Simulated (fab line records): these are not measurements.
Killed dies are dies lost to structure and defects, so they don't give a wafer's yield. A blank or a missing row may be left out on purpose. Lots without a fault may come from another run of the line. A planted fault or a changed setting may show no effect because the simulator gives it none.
fab line records    flow n5-finfet
record lots=9  wafers=27  last-day=17
route steps=1938 shown BEOL_M4@1038
lots that met no fault: taken from a fault-free run of the same line
start-h: hours from the record's first day to the start of the lot's first wafer shown    wait-h: how many hours have passed since the lot's step before this one    " the same as in the row above    L1.1+2: a single row standing in for several wafers    - value missing, or start not given    * or withheld: withheld    < > ~ a bound
route shown NAME@n: a module of which the file shows steps, and the number in the route of the first    usual: average and standard deviation across the fault-free wafers    same: alike in all rows    chamber/n: place in a boat    sites: readings site by site    _std_site: standard deviation across them    _edge_site: inner sites' mean taken away from outer sites' mean    radius-mm: for every site, how far away it sits from the centre of the wafer    mask NAME#n: copy n    behind: the last tool/chamber to shape the wafer    hold: why the lot was held/for how many hours/how that ended    device: the transistor (n, p or np) that didn't switch    end of line: at the end of the route, the tests of the same wafers    for a step that has no rows: nothing shown but its recipe    killed: count of dies lost to structure and defects at first sort (not the wafer's yield)    map: the dies of a wafer, with x for killed, . for not killed, _ for no die there
set.NAME: the setting that was run; set.NAME@STEP: the one run at that earlier step    model.NAME: the simulator's own value behind a step, which no gauge read
a sample of lots followed through the steps of the route, with each step as a table and each wafer as a row
services: when a tool's chamber went out of use (start-h, in hours from the record's first day, below 0 if earlier), for how many hours, and the reason
## steps
# step N5_BEOL_M4_ETCH_74
# recipe chemistry=N2/H2  target=underlayer  target-depth-a=65  mask-material=CAR-EUV  time-s=5.2  ion-energy-ev=200  pressure-mtorr=30  source-w=840  bias-w=150  n2-flow-sccm=200  h2-flow-sccm=200  ends=cleared
# usual bias-w=150.0/0.48  chamber-pressure-mTorr=30.00/0.043  drypump-motor-current-A=5.6/0.51  etch-rf-on-time-s=5.20/0.067  oes-product-au=0.68/0.084  rf-vpp-V=524.4/2.5  showerhead-plenum-p-Torr=2.56/0.081  throttle-valve-pct=17.85/0.17
lot.wafer  tool         chamber  start-h  wait-h  bias-w  chamber-pressure-mTorr  drypump-motor-current-A  etch-rf-on-time-s  oes-product-au  rf-hours-counter-h  rf-vpp-V  showerhead-plenum-p-Torr  throttle-valve-pct
L331.1     rie-diel-01  3        184.63   0.0     149.7   30.03                   5.8                      5.23               0.76            34                  524.7     2.60                      17.70
L331.2     "            1        "        "       150.5   30.16                   4.9                      5.17               0.76            25                  521.5     2.49                      17.54
L331.3     "            0        "        "       148.8   30.06                   5.4                      5.11               0.80            12                  528.8     2.61                      18.03
L333.1     rie-diel-04  2        200.27   0.0     150.9   30.01                   6.5                      5.16               0.79            17                  530.2     2.72                      17.86
L333.2     "            0        "        "       150.3   29.98                   5.6                      5.18               0.59            249                 522.6     2.51                      18.33
L333.6     "            1        "        "       150.5   30.04                   5.6                      5.27               0.59            -                   524.5     2.52                      17.99
L337.3     rie-diel-06  2        227.89   0.0     150.0   29.97                   5.4                      5.19               0.79            22                  522.9     2.49                      17.68
L337.4     "            0        "        "       150.1   29.99                   5.5                      5.25               0.63            157                 528.7     2.65                      17.97
L337.5     "            1        "        "       150.0   30.05                   5.3                      5.22               0.59            -                   523.7     2.50                      17.97
L339.3     rie-diel-06  3        232.83   0.0     149.9   29.97                   6.8                      5.19               0.62            189                 523.9     2.63                      17.88
L339.5     "            1        "        "       149.3   30.02                   5.3                      5.18               0.57            -                   522.2     2.50                      17.98
L339.6     "            0        "        "       149.4   29.99                   5.5                      5.15               0.64            -                   526.2     2.65                      18.01
L343.1     rie-diel-01  2        255.66   0.0     149.8   30.06                   5.5                      5.16               0.61            205                 521.8     2.52                      17.80
L343.5     "            0        "        "       151.1   29.98                   5.4                      5.11               0.76            -                   525.2     2.60                      18.07
L343.6     "            3        "        "       150.2   29.93                   5.8                      5.22               0.73            -                   527.0     2.59                      17.75
L344.1     rie-diel-04  1        271.61   0.0     151.0   30.01                   5.6                      5.26               0.57            246                 520.7     2.51                      18.02
L344.2     "            3        "        "       149.9   30.01                   5.7                      5.14               0.62            225                 517.3     2.40                      17.73
L344.3     "            2        "        "       150.3   29.98                   6.5                      5.25               0.75            46                  525.5     2.70                      17.89
L346.2     rie-diel-01  0        276.69   0.0     150.0   30.04                   5.4                      5.05               0.76            44                  525.8     2.60                      18.10
L346.4     "            2        "        "       149.2   29.97                   5.5                      5.16               0.60            212                 525.7     2.52                      17.83
L346.6     "            2        "        "       149.5   29.96                   5.5                      5.15               0.60            -                   521.1     2.52                      17.81
L347.1     rie-diel-01  1        287.48   0.0     150.0   29.98                   4.9                      5.29               0.72            63                  523.9     2.47                      17.60
L347.4     "            0        "        "       150.2   30.00                   5.4                      5.15               0.74            49                  525.4     2.60                      18.10
L347.6     "            0        "        "       150.2   29.94                   5.4                      5.15               0.74            -                   525.5     2.60                      18.09
L349.3     rie-diel-01  3        297.04   0.0     149.6   29.98                   5.7                      5.23               0.71            73                  526.8     2.58                      17.78
L349.4     "            1        "        "       149.6   29.95                   4.8                      5.21               0.71            65                  522.8     2.47                      17.66
L349.5     "            3        "        "       149.9   29.98                   5.8                      5.26               0.72            -                   524.3     2.58                      17.79
# step N5_BEOL_M4_ETCH_77
# recipe chemistry=N2/H2  target=underlayer  target-depth-a=65  mask-material=CAR-EUV  time-s=5.2  ion-energy-ev=200  pressure-mtorr=30  source-w=840  bias-w=150  n2-flow-sccm=200  h2-flow-sccm=200  ends=cleared
# usual bias-w=150.0/0.48  chamber-pressure-mTorr=30.00/0.039  drypump-motor-current-A=5.7/0.52  etch-rf-on-time-s=5.20/0.071  oes-product-au=0.68/0.084  rf-vpp-V=524.0/2.6  showerhead-plenum-p-Torr=2.55/0.087  throttle-valve-pct=17.85/0.16
lot.wafer  tool         chamber  start-h  wait-h  bias-w  chamber-pressure-mTorr  drypump-motor-current-A  etch-rf-on-time-s  oes-product-au  rf-hours-counter-h  rf-vpp-V  showerhead-plenum-p-Torr  throttle-valve-pct
L331.1     rie-diel-01  2        185.51   0.0     150.0   30.05                   5.5                      5.27               0.61            179                 521.5     2.53                      17.74
L331.2     "            0        "        "       149.2   29.93                   5.3                      5.12               0.80            13                  525.3     2.61                      18.03
L331.3     "            3        "        "       150.4   30.06                   5.8                      5.25               0.77            34                  525.2     2.60                      17.73
L333.1     rie-diel-04  3        201.14   0.0     150.3   29.93                   5.6                      5.11               0.64            196                 520.9     2.41                      17.68
L333.2     "            2        "        "       150.3   30.00                   6.5                      5.14               0.80            17                  529.8     2.72                      17.86
L333.6     "            3        "        "       150.4   29.98                   5.6                      5.14               0.64            -                   519.4     2.42                      17.67
L337.3     rie-diel-04  2        229.20   0.0     149.1   29.98                   6.5                      5.22               0.77            30                  529.3     2.71                      17.86
L337.4     "            3        "        "       150.7   30.05                   5.6                      5.18               0.63            209                 519.2     2.41                      17.70
L337.5     "            3        "        "       149.9   30.00                   5.6                      5.18               0.62            -                   521.1     2.41                      17.69
L339.3     rie-diel-01  2        233.83   0.0     149.9   29.94                   5.5                      5.24               0.60            197                 523.1     2.52                      17.75
L339.5     "            0        "        "       150.1   30.07                   5.4                      5.14               0.78            -                   525.6     2.61                      18.07
L339.6     "            1        "        "       149.8   29.92                   4.9                      5.18               0.74            -                   523.0     2.48                      17.55
L343.1     rie-diel-04  1        256.73   0.0     151.0   30.05                   5.6                      5.29               0.58            240                 521.8     2.51                      18.03
L343.5     "            2        "        "       149.7   30.01                   6.5                      5.13               0.75            -                   526.2     2.71                      17.90
L343.6     "            1        "        "       151.0   29.94                   5.6                      5.27               0.57            -                   524.4     2.51                      18.01
L344.1     rie-diel-04  1        272.98   0.0     150.0   29.95                   5.6                      5.30               0.58            246                 522.2     2.51                      18.04
L344.2     "            3        "        "       149.8   29.98                   5.6                      5.07               0.61            226                 520.2     2.40                      17.73
L344.3     "            2        "        "       150.0   30.05                   6.5                      5.22               0.73            47                  527.4     2.70                      17.89
L346.2     rie-diel-01  1        277.58   0.0     150.6   30.00                   4.9                      5.21               0.73            58                  522.7     2.48                      17.60
L346.4     "            3        "        "       150.0   29.98                   5.8                      5.24               0.72            66                  526.8     2.59                      17.74
L346.6     "            2        "        "       149.6   30.03                   5.5                      5.15               0.61            -                   523.3     2.52                      17.80
L347.1     rie-diel-06  3        288.72   0.0     150.9   30.01                   6.8                      5.27               0.61            212                 527.6     2.62                      17.91
L347.4     "            2        "        "       150.1   30.00                   5.4                      5.21               0.74            -                   522.4     2.49                      17.69
L347.6     "            0        "        "       150.0   29.94                   5.5                      5.28               0.62            -                   525.5     2.63                      18.04
L349.3     rie-diel-01  0        297.92   0.0     150.8   29.96                   5.3                      5.18               0.73            52                  524.6     2.60                      18.10
L349.4     "            3        "        "       150.6   29.97                   5.8                      5.31               0.71            73                  524.4     2.58                      17.77
L349.5     "            1        "        "       150.0   30.01                   4.8                      5.30               0.71            -                   524.0     2.47                      17.61
# step N5_BEOL_M4_VIA_ETCH_34
# recipe chemistry=C4F6/O2  target-depth-a=694  mask-material=SOC  pressure-mtorr=15  ion-energy-ev=250  taper-deg=4  time-s=65.9  source-w=350  bias-w=170  Ar_flow_sccm=300  C4F6_flow_sccm=10  O2_flow_sccm=10
# usual C4F6_flow_sccm=10.001/0.029  O2_flow_sccm=10.01/0.032  drypump-motor-current-A=5.7/0.53  oes-product-au=0.80/0.097  rf-vpp-V=661/4.7  showerhead-plenum-p-Torr=2.86/0.083  throttle-valve-pct=30.73/0.19  time-s=65.9/0
lot.wafer  tool         chamber  start-h  wait-h  C4F6_flow_sccm  O2_flow_sccm  drypump-motor-current-A  oes-product-au  rf-hours-counter-h  rf-vpp-V  showerhead-plenum-p-Torr  throttle-valve-pct  time-s
L331.1     rie-diel-01  2        186.34   0.0     9.977           9.98          5.5                      0.72            179                 665       2.84                      30.64               65.9
L331.2     "            0        "        "       9.999           10.00         5.3                      0.95            13                  664       2.91                      31.07               65.9
L331.3     "            3        "        "       10.046          9.97          5.8                      0.90            34                  657       2.88                      30.54               65.9
L333.1     rie-diel-06  2        203.59   0.0     10.011          10.06         5.4                      0.92            14                  658       2.80                      30.74               65.9
L333.2     "            3        "        "       9.955           10.00         6.8                      0.73            180                 662       2.94                      30.78               65.9
L333.6     "            0        "        "       9.987           10.02         5.5                      0.75            -                   667       2.95                      30.81               65.9
L337.3     rie-diel-06  3        232.25   0.0     -               -             -                        -               -                   -         -                         -                   -
L337.4     "            2        "        "       -               -             -                        -               -                   -         -                         -                   -
L337.5     "            1        "        "       -               -             -                        -               -                   -         -                         -                   -
L339.3     rie-diel-04  2        240.05   0.0     -               -             -                        -               -                   -         -                         -                   -
L339.5     "            2        "        "       -               -             -                        -               -                   -         -                         -                   -
L339.6     "            3        "        "       -               -             -                        -               -                   -         -                         -                   -
L343.1     rie-diel-06  0        261.72   0.0     10.025          9.97          5.5                      0.74            171                 666       2.94                      30.84               65.9
L343.5     "            0        "        "       9.986           9.98          5.5                      0.73            -                   667       2.94                      30.85               65.9
L343.6     "            2        "        "       9.949           9.97          5.4                      0.89            -                   656       2.79                      30.75               65.9
L344.1     rie-diel-06  3        273.67   0.0     10.002          10.01         6.8                      0.72            206                 661       2.92                      30.78               65.9
L344.2     "            0        "        "       10.043          10.00         5.6                      0.73            176                 668       2.93                      30.85               65.9
L344.3     "            3        "        "       10.023          9.97          6.8                      0.71            -                   662       2.92                      30.80               65.9
L346.2     rie-diel-01  1        279.31   0.0     10.050          9.98          4.9                      0.84            59                  653       2.77                      30.50               65.9
L346.4     "            2        "        "       10.012          9.97          5.5                      0.70            213                 664       2.83                      30.67               65.9
L346.6     "            2        "        "       10.038          10.00         5.5                      0.70            -                   666       2.83                      30.68               65.9
L347.1     rie-diel-04  0        298.83   0.0     9.981           10.00         5.6                      0.88            28                  660       2.80                      31.07               65.9
L347.4     "            1        "        "       10.014          10.04         5.6                      0.99            0                   663       2.79                      30.43               65.9
L347.6     "            1        "        "       10.017          10.06         5.6                      0.98            -                   662       2.79                      30.43               65.9
L349.3     rie-diel-06  2        302.13   0.0     10.038          9.94          5.4                      0.86            50                  658       2.79                      30.74               65.9
L349.4     "            3        "        "       9.990           9.97          6.8                      0.70            -                   661       2.92                      30.82               65.9
L349.5     "            0        "        "       9.991           10.01         5.5                      0.71            -                   665       2.93                      30.85               65.9
# step N5_BEOL_M4_PRE_CLEAN_45
# recipe gas=H2/He  time-s=30  temp-c=250
# usual heater-power-w=342/40
# same time-s=30
lot.wafer  tool            chamber  start-h  wait-h  heater-power-w
L331.1     pvd-sputter-02  -        186.90   0.0     380
L331.2     "               -        "        "       363
L331.3     "               -        "        "       305
L333.1     pvd-sputter-02  -        204.22   0.0     385
L333.2     "               -        "        "       353
L333.6     "               -        "        "       370
L337.3     pvd-sputter-01  -        233.20   0.0     347
L337.4     "               -        "        "       295
L337.5     "               -        "        "       349
L339.3     pvd-sputter-01  -        240.74   0.0     322
L339.5     "               -        "        "       301
L339.6     "               -        "        "       355
L343.1     pvd-sputter-01  -        264.47   0.0     298
L343.5     "               -        "        "       361
L343.6     "               -        "        "       373
L344.1     pvd-sputter-01  -        274.33   0.0     299
L344.2     "               -        "        "       325
L344.3     "               -        "        "       353
L346.2     pvd-sputter-01  -        280.54   0.0     322
L346.4     "               -        "        "       379
L346.6     "               -        "        "       291
L347.1     pvd-sputter-03  -        299.92   0.0     311
L347.4     "               -        "        "       296
L347.6     "               -        "        "       292
L349.3     pvd-sputter-01  -        302.93   0.0     358
L349.4     "               -        "        "       299
L349.5     "               -        "        "       371
# step N5_BEOL_M4_RC_MEAS_101
# usual DIBL_N=36.4/1.5  DIBL_P=36.6/1.9  IOFF_N=0.155/0.021  IOFF_P=0.211/0.028  ION_N=671/8.6  ION_P=462/5.8  SS_N=71.5/0.5  SS_P=73.4/0.58  VT_N=250.1/2.4  VT_P=-250.1/3
lot.wafer  tool       chamber  start-h  wait-h  DIBL_N[mV/V]  DIBL_P[mV/V]  IOFF_N[nA/um]  IOFF_P[nA/um]  ION_N[uA/um]  ION_P[uA/um]  SS_N[mV/dec]  SS_P[mV/dec]  VT_N[mV]  VT_P[mV]
L331.1     prober-01  0        190.62   0.0     34.9          34.8          0.137          0.224          657           464           70.6          72.8          254.1     -246.3
L331.2     "          0        "        "       34.0          33.9          0.129          0.204          661           463           70.9          72.6          256.0     -251.0
L331.3     "          0        "        "       33.9          33.5          0.126          0.202          660           466           71.0          72.7          249.6     -251.1
L333.1     prober-01  0        208.23   0.0     37.1          38.8          0.171          0.237          675           466           72.0          73.4          248.3     -246.5
L333.2     "          0        "        "       36.5          37.6          0.168          0.222          674           463           71.3          73.5          247.9     -247.4
L333.6     "          0        "        "       36.7          38.3          0.163          0.237          675           464           71.5          73.5          249.0     -246.5
L343.1     prober-01  0        268.67   0.0     37.4          37.4          0.165          0.216          673           456           72.4          73.7          249.8     -250.1
L343.5     "          0        "        "       37.3          37.3          0.157          0.215          661           459           72.3          73.1          250.2     -250.8
L343.6     "          0        "        "       37.6          37.9          0.167          0.225          669           466           71.7          73.4          250.1     -247.8
L344.1     prober-02  0        277.96   0.0     36.0          38.0          0.171          0.222          670           463           71.5          73.3          250.0     -248.7
L344.2     "          0        "        "       34.9          37.0          0.152          0.204          670           466           71.0          72.7          250.4     -249.4
L344.3     "          0        "        "       35.9          38.0          0.169          0.232          677           467           71.0          73.0          249.7     -247.9
L346.2     prober-01  0        284.11   0.2     36.3          36.7          0.151          0.195          665           456           71.5          73.4          249.9     -251.6
L346.4     "          0        "        "       37.1          38.9          0.177          0.230          673           466           71.9          74.6          247.2     -249.3
L346.6     "          0        "        "       36.7          37.9          0.158          0.207          665           453           72.0          74.0          250.0     -247.9
L347.1     prober-01  0        303.81   0.0     39.8          41.7          0.233          0.282          702           480           72.2          74.6          243.9     -246.3
L347.4     "          0        "        "       39.0          41.0          0.208          0.272          686           467           72.0          74.7          247.7     -247.1
L347.6     "          0        "        "       38.5          39.3          0.171          0.232          672           463           71.9          73.8          251.6     -249.3
L349.3     prober-02  0        308.56   0.3     37.5          37.3          0.160          0.168          675           452           72.1          73.6          248.8     -257.4
L349.4     "          0        "        "       36.8          37.3          0.155          0.173          675           458           70.9          73.6          248.2     -256.5
L349.5     "          0        "        "       38.2          38.1          0.175          0.183          691           461           71.8          73.1          247.3     -256.1
## services
tool         chamber  start-h  hours  kind
rie-diel-04  0        204.28   -      clean
rie-diel-04  0        204.28   -      consumable-replace:focus-ring
rie-diel-04  0        204.28   17.3   scheduled-down
rie-diel-04  0        204.28   17.3   vent-cycle
rie-diel-04  1        217.32   5.2    repair
rie-diel-06  1        242.35   55.8   repair
rie-diel-04  0        265.68   8.2    repair
rie-diel-06  2        272.24   7.4    repair
rie-diel-04  1        282.28   -      clean
rie-diel-04  1        282.28   -      consumable-replace:focus-ring
rie-diel-04  1        282.28   15.7   scheduled-down
rie-diel-04  1        282.28   15.7   vent-cycle
rie-diel-06  1        298.26   -      clean
rie-diel-06  1        298.26   -      consumable-replace:focus-ring
rie-diel-06  1        298.26   15.7   scheduled-down
rie-diel-06  1        298.26   15.7   vent-cycle
## key
first-sign step=N5_BEOL_M4_VIA_ETCH_34  reading=tool-record  direction=missing
effect none on later readings
met-at N5_BEOL_M4_VIA_ETCH_34
struck-lots L337,L339
rows-end L337.3,L337.4,L337.5,L339.3,L339.5,L339.6
not-acting-at N5_BEOL_M4_ETCH_74,N5_BEOL_M4_ETCH_77,N5_BEOL_M4_PRE_CLEAN_45
onset-between 203.59 232.25
fault kind=skipped-step-whole  tool=rie-diel-04,rie-diel-06  chamber=-  onset-h=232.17  steps=N5_BEOL_M4_VIA_ETCH_34  scope=struck-lots-only
# rows-end: these wafers met a further fault down the route, and their rows from its step on are left out
